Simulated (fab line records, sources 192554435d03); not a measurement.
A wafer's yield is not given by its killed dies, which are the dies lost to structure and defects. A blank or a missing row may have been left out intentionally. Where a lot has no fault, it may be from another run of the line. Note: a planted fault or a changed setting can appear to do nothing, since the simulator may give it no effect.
One fault through the eyes of 2 desks | flow n5-finfet | numbers are kept per desk, each desk with only its own; the story behind them comes last

== THE DEFECT DESK ==
Counts from the inspections along the route, per lot, as means over the sampled wafers that have a number. The brackets show how far a lot's mean lies from the usual mean; more than 4 standard deviations puts the lot out of limits, marked OUT.
Columns: A = raw-defect-count at N5_WELL_APT_INSPECT_10, usual 2.0
lot  | first seen here | A
L106 | day 2 07:46     | 1.3
L119 | day 5 13:52     | 3.5
L121 | day 6 01:53     | 1.0
L122 | day 6 07:44     | 3.0
L126 | day 7 07:41     | 2.7
This desk found nothing out of limits on any of the 5 lots.

== AT THE METROLOGY DESK ==
Lot by lot, what the gauges showed, no matter which tool ran the lot: averages of those sampled wafers that carry a number. The brackets show how far a lot's mean lies from the usual mean; more than 4 standard deviations puts the lot out of limits, marked OUT. Of its 11 readings 7 are shown: those that lie furthest out on some lot.
Columns: A = NWELL_OVL at N5_WELL_APT_OVL_MEAS_09, usual 5 nm; B = DIBL_N at N5_BEOL_M4_RC_MEAS_101, usual 36.8 mV/V; C = DIBL_P at N5_BEOL_M4_RC_MEAS_101, usual 37.0 mV/V; D = IOFF_N at N5_BEOL_M4_RC_MEAS_101, usual 0.18 nA/um; E = SS_N at N5_BEOL_M4_RC_MEAS_101, usual 71.7 mV/dec; F = SS_P at N5_BEOL_M4_RC_MEAS_101, usual 73.5 mV/dec; G = VT_P at N5_BEOL_M4_RC_MEAS_101, usual -249 mV
lot  | first seen here | A  | B    | C    | D    | E    | F    | G
L106 | day 2 07:44     | 13 | 35.3 | 36.9 | 0.17 | 71.2 | 73.3 | -252
L119 | day 5 13:50     | 5  | 39.8 | 38.5 | 0.23 | 72.8 | 74.0 | -250
L121 | day 6 01:52     | 2  | 34.6 | 34.4 | 0.14 | 70.7 | 72.5 | -251
L122 | day 6 07:43     | 5  | 38.3 | 38.4 | 0.21 | 72.0 | 73.4 | -245
L126 | day 7 07:39     | 1  | 36.0 | 36.7 | 0.18 | 71.7 | 73.1 | -246
This desk found nothing out of limits on any of the 5 lots.

== BROUGHT TOGETHER ==
Nothing the defect desk looked at was out of limits.
Metrology desk: nothing out of limits seen.

== WHAT THE SIMULATOR PUT IN ==
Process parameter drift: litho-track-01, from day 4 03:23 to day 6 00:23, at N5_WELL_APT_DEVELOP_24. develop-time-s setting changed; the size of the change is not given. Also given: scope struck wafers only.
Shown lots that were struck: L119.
